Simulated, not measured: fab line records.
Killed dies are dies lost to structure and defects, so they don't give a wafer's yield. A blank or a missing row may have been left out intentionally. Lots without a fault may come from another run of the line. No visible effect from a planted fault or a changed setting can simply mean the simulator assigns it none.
fab line records ; flow n5Finfet
[record] lots = 4; wafers = 12; lastDay = 17
route steps=1938 shown BEOL_M11@1587 BEOL_M12@1602 PASSIVATION@1936
lots with no fault: from the same line, run without faults
startH: hours from the record's first day to the start of the lot's first wafer shown ; waitH: hours since the lot's step before ; " the same as in the row above ; L1.1+2: several wafers, shown together as one row ; - either no value or no given start ; * or withheld: withheld ; < > ~ a bound
route shown NAME@n: NAME is a module with steps in the file, n the number in the route of the first one ; usual: average and standard deviation across the fault-free wafers ; same: alike in all rows ; chamber/n: place in a boat ; sites: per-site readings ; _std_site: standard deviation across them ; _edge_site: outer sites' mean less inner sites' ; radiusMm: for every site, how far away it sits from the centre of the wafer ; mask NAME#n: copy n ; behind: the most recent tool/chamber to have shaped the wafer ; hold: cause of the lot's hold/its duration in hours/its outcome ; device: the transistor (n, p or np) that didn't switch ; end of line: the tests these same wafers got at the end of their route ; where a step has no rows: the recipe by itself ; killed: not the wafer's yield, but the dies lost to structure and defects at the first sort ; map: a wafer's dies, marking killed ones x, the rest . and places with no die _
set.NAME: the setting that was run; set.NAME@STEP: the one run at that earlier step ; model.NAME: the simulator's own value behind a step, which no gauge read
lots at selected steps of the route; one table per step, one row per wafer
services: from which hour (startH, from the record's first day; less than 0 if before it) a tool's chamber was out of use, for how many hours, and why
[[steps]]
[step N5_BEOL_M11_CURE_72]
[recipe] tempC = 370; timeS = 120; ambient = DMADMS/He; material = SiCOH_lowk
[step N5_BEOL_M11_DEGAS_44]
[recipe] ambient = vacuum; tempC = 250; timeS = 60
[step N5_BEOL_M11_PRE_CLEAN_45]
[recipe] gas = H2/He; timeS = 30; tempC = 250
[step N5_BEOL_M11_ALD_74]
[recipe] material = TaN; targetThkA = 20; tempC = 275; aldPrecursorFamily = PDMAT; aldCoReactant = NH3; pressureTorr = 3; carrierFlowSccm = 1500; pulseTimeS = 2; purgeTimeS = 3; coReactantPurgeTimeS = 2; coReactantPulseTimeS = 3; aldCycles = 40; precursorVesselTempC = 75; precursorVesselPressureTorr = 26.25; precursorVesselCarrierSccm = 1000
[step N5_BEOL_M11_SURFACE_TREAT_76]
[recipe] gas = Ar; timeS = *; ionEnergyEv = *; ionCurrentMaCm2 = 0.5; pressureMtorr = *; arFlowSccm = 30
[step N5_BEOL_M11_CVD_75]
[recipe] material = Co; targetThkA = 20; tempC = withheld; precursor = CCTBA/H2; pressureTorr = 30; timeS = 138.9
[step N5_BEOL_M11_SPUTTER_48]
[recipe] material = Cu; targetThkA = 120; tempC = -20; biasV = 60; powerW = 26000; chamberPressurePa = 0.13; timeS = 2
[step N5_BEOL_M11_ECD_50]
[recipe] material = Cu; targetThkA = 3180
[step N5_BEOL_M11_ANNEAL_51]
[recipe] tempC = 225; timeS = 90; ambient = N2
[step N5_BEOL_M11_CMP_52]
[recipe] stopOn = SiCOH_lowk; tOverpolishS = 7; downForcePsi = 1; platenRpm = 50; clearingPlatenDownForcePsi = 1.5; clearingPlatenRpm = 50; postCmpClean = cuAlkaline; targetThkNm = 140; clearingPlatenPadVelocityMS = 0.99484; padVelocityMS = 0.99484
[step N5_BEOL_M11_PRE_CLEAN_55]
[recipe] gas = NH3; timeS = 15; tempC = withheld; rfPowerW = 300
lot.wafer;tool;chamber;startH;waitH
L847.1+4+5;pecvd-03;1,0,2;276.60;0.0
L848.1+4+5;pecvd-03;0,2,1;289.59;0.0
L858.2+3+4;pecvd-01;2,1,1;338.90;0.0
L861.1+4+6;pecvd-03;0,0,2;372.75;0.0
[step N5_BEOL_M11_DEP_56]
[recipe] material = SiCN; targetThkA = 300; tempC = withheld; precursor = 3MS/NH3; pressureTorr = 3; rfW = 675; timeS = 10.5
[step N5_BEOL_M11_INSPECT_58]
[recipe] inspectInstrument = darkfield; mode = postDep
[usual] rawDefectCount = 68/19
lot.wafer;tool;chamber;startH;waitH;rawDefectCount
L847.1;defectInspect-01;-;276.71;0.0;49
L847.4;defectInspect-01;-;276.71;0.0;446
L847.5;defectInspect-01;-;276.71;0.0;55
L848.1;defectInspect-02;-;289.71;0.0;462
L848.4;defectInspect-02;-;289.71;0.0;65
L848.5;defectInspect-02;-;289.71;0.0;66
L858.2;defectInspect-01;-;339.01;0.0;86
L858.3;defectInspect-01;-;339.01;0.0;68
L858.4;defectInspect-01;-;339.01;0.0;88
L861.1;defectInspect-01;-;372.87;0.0;71
L861.4;defectInspect-01;-;372.87;0.0;80
L861.6;defectInspect-01;-;372.87;0.0;75
[step N5_BEOL_M12_ILD_DEP_00]
[recipe] material = SiOC; targetThkA = 6589.2; tempC = 350; precursor = DEMS/O2; pressureTorr = 5; rfW = 500; timeS = 130.7
[step N5_BEOL_M12_COAT_58]
[recipe] resist = BARC; tempC = 205; timeS = 60; spinRpm = 1500; resistThkNm = 89
[step N5_BEOL_M12_COAT_04]
[recipe] spinRpm = 1625; resistThkNm = 400
[step N5_BEOL_M12_EBR_06]
[recipe] solvent = PGMEA; ebrWidthMm = 1.5
[step N5_BEOL_M12_SOFTBAKE_05]
[recipe] tempC = 130; timeS = 60
[step N5_BEOL_M12_EXPOSE_07]
[recipe] maskId = V11; na = 0.93; sourceShape = conventional; sigmaOuter = 0.6; polarization = unpolarized; attpsmPhaseDeg = 180; doseMj = 32.5
[step N5_BEOL_M12_PEB_08]
[recipe] pebTempC = 130; pebTimeS = 90
[step N5_BEOL_M12_DEVELOP_09]
[recipe] developTimeS = 45; rinseLiquid = diw; dry = airSpin; devTempC = 21
[step N5_BEOL_M12_HARDBAKE_14]
[recipe] tempC = 130; timeS = 120
[step N5_BEOL_M12_INSPECT_12]
[recipe] mode = adi; inspectInstrument = macro
[usual] rawDefectCount = 2/1.4
lot.wafer;tool;chamber;startH;waitH;rawDefectCount
L847.1;defectInspect-01;-;277.36;0.0;5
L847.4;defectInspect-01;-;277.36;0.0;>300
L847.5;defectInspect-01;-;277.36;0.0;1
L848.1;defectInspect-01;-;290.36;0.0;>300
L848.4;defectInspect-01;-;290.36;0.0;5
L848.5;defectInspect-01;-;290.36;0.0;0
L858.2;defectInspect-01;-;339.54;0.0;2
L858.3;defectInspect-01;-;339.54;0.0;2
L858.4;defectInspect-01;-;339.54;0.0;1
L861.1;defectInspect-01;-;373.52;0.0;0
L861.4;defectInspect-01;-;373.52;0.0;1
L861.6;defectInspect-01;-;373.52;0.0;0
[step N5_BEOL_M12_DESCUM_15]
[recipe] chemistry = O2; timeS = 7.9; sourcePowerW = 50; biasPowerW = 20; pressureMtorr = 20; rfFrequencyHz = 2.712e+07; tempC = 40; o2FlowSccm = 225
[step N5_PASSIVATION_PROBE_49]
[usual] defectLimitedYield = 91.3/1.5; killed_at_M0_to_M3 = 35/10; killed_at_M4_up = 13/5.3; killedAtContacts = 12/5.7; killedAtFrontEnd = 39/11; killedAtOther = 3.3/2.7; killedDies = 102/18; killedOpen = 67/13; killedShort = 34/7.8; sort_bin_5_function = 5.1/1; sort_bin_6_memory = 3.3/0.68; sortNPass = 1078/18; sortYieldPct = 91.3/1.5
[same] grossDies = 1180; killedAtBackSide = 0; sort_bin_4_leakage[%] = 0; sort_bin_8_speed[%] = 0
lot.wafer;tool;chamber;startH;waitH;defectLimitedYield[%];killed_at_M0_to_M3;killed_at_M4_up;killedAtContacts;killedAtFrontEnd;killedAtOther;killedDies;killedOpen;killedShort;sort_bin_5_function[%];sort_bin_6_memory[%];sortNPass;sortYieldPct[%]
L847.4;prober-02;-;312.49;0.2;84.1;48;112;5;22;1;188;60;23;10.5;3.9;992;84.1
L848.1;prober-02;-;334.00;0.0;81.7;51;122;8;27;8;216;71;32;11.8;4.5;964;81.7
// killed by level:class
L847.4 BEOL_M11:unspecified=105 BEOL_M0_SAQP:geometricParticle:open=11 BEOL_M0_SAQP:geometricParticle:short=11 BEOL_M2:geometricParticle:open=9 BEOL_M3:geometricParticle:open=6 STI_FIN_REVEAL:geometricParticle:open=5 DUMMY_GATE:geometricParticle:open=5 MOL_CONTACT_COAG:geometricParticle:open=5
L848.1 BEOL_M11:unspecified=111 BEOL_M0_SAQP:geometricParticle:open=14 BEOL_M0_SAQP:geometricParticle:short=11 MOL_CONTACT_COAG:geometricParticle:open=8 STI_FIN_REVEAL:geometricParticle:open=7 FIN_SAQP:geometricParticle:open=6 BEOL_M0:geometricParticle:open=6 BEOL_M2:geometricParticle:open=5
// map L847.4 (x killed, . not)
_________________............________________
______________.x....x.........x._____________
___________........................__________
__________.....................x..x._________
________...x.x.......xxx.............._______
_______...............xxx....x........x______
______............xxxxxxx..............._____
_____........x..xxxxxxxxx.xx.............____
____x...........xxxxxxxx.xx.x..x..x.......___
___.......x...x...xxxxxxxx.x.x.............__
___........x..x.xxxxxxxxxxxx...x.x........x__
__..........x.x.x.xxxxxxxxx.x..........x...._
__.........x.xx..xxxxxxxxxxxx..............._
_.....x..x.....x..xxxxxxxxxx.........x.......
_............x...xxxxxxxxxx.x................
_..x.........x..xx.x..x.x.........x..........
_..x............x....xx.................x....
_......x.....................................
_.....x....x..........x......................
_....................................x...x...
_.........x.........x.............x....x.....
__.....x............................xx......_
__...........x...x.........x................_
___x.......x............x........x.........__
___....................x...............x...__
____..x....x..x...........................___
_____.....................x..............____
______...x............x...xx.x....x....._____
_______....x......x...................x______
________...........................x.._______
__________.xx......................._________
___________............x.x.........__________
______________x.....x..x........_____________
_________________............________________
// map L848.1 (x killed, . not)
_________________...x.....x..________________
______________....x........x...._____________
___________..........x....x..x.....__________
__________..x.x.........x.........x._________
________......xx...x..x.x..x.........x_______
_______................xx........x....x______
______..........xx.xxx.xxx.............._____
_____.........x.xx.xxxxxxxxx.....x....x..____
____.xx.........xxxxxxxxxxxx..x....x......___
___........x...xxxxxxxxxxx.x..x............__
___............xxxxxxxxxxxxx......x........__
__.......x...x..xxxxxxxxx.x............x.x.x_
__.......x...x..xxxxxxxxxxxx................_
_..............xxxxxxxxxxxxx..x..............
_...x..x........xx.xxxx.xxxxx.x.........x....
_.............x.x...xxx...xx............x...x
_.......xx............x........x.............
_..x...............x......x...xx....x........
_.x............x.x.....x.x.............x.....
_.............x...x..........................
_x.......................x...............x...
__.........x..........................x....._
__.........x............x.................x._
___x.xx.x....................x......x......__
___...x.......xx.....x.x..x................__
____x...................x.x..x............___
_____.....x.......x......................____
______.x..x...........x..........x......_____
_______....x........x..................______
________.x.............xx..........xx._______
__________.........................._________
___________.......x........x....x..__________
______________..x.x.......x....._____________
_________________............________________
[[services]]
tool;chamber;startH;hours;kind
pecvd-01;0;267.79;6.9;repair
pecvd-03;-;329.01;2.8;pm
pecvd-03;0;340.79;5.5;scheduledDown
pecvd-03;1;346.25;2.1;scheduledDown
[[key]]
[firstSign] step = N5_BEOL_M11_INSPECT_58; reading = rawDefectCount; direction = up; sigmas = 21; usual = 68; struck = 454
[effect] step = N5_BEOL_M12_INSPECT_12; reading = rawDefectCount; direction = up; sigmas = 99+; usual = 2; struck = >300
[effect] step = N5_PASSIVATION_PROBE_49; reading = killed_at_M4_up; direction = up; sigmas = 20; usual = 13; struck = 117
[moreKillsBornAt] N5_BEOL_M11_PRE_CLEAN_55@pecvd-03 = 216
metAt N5_BEOL_M11_PRE_CLEAN_55
struckWafers L847.4,L848.1
[fault] kind = chamberParticleSource; tool = pecvd-03; chamber = 0; onsetH = 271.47; steps = N5_BEOL_M11_PRE_CLEAN_55; ratePerVisitCm2 = 0.60917; endH = 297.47
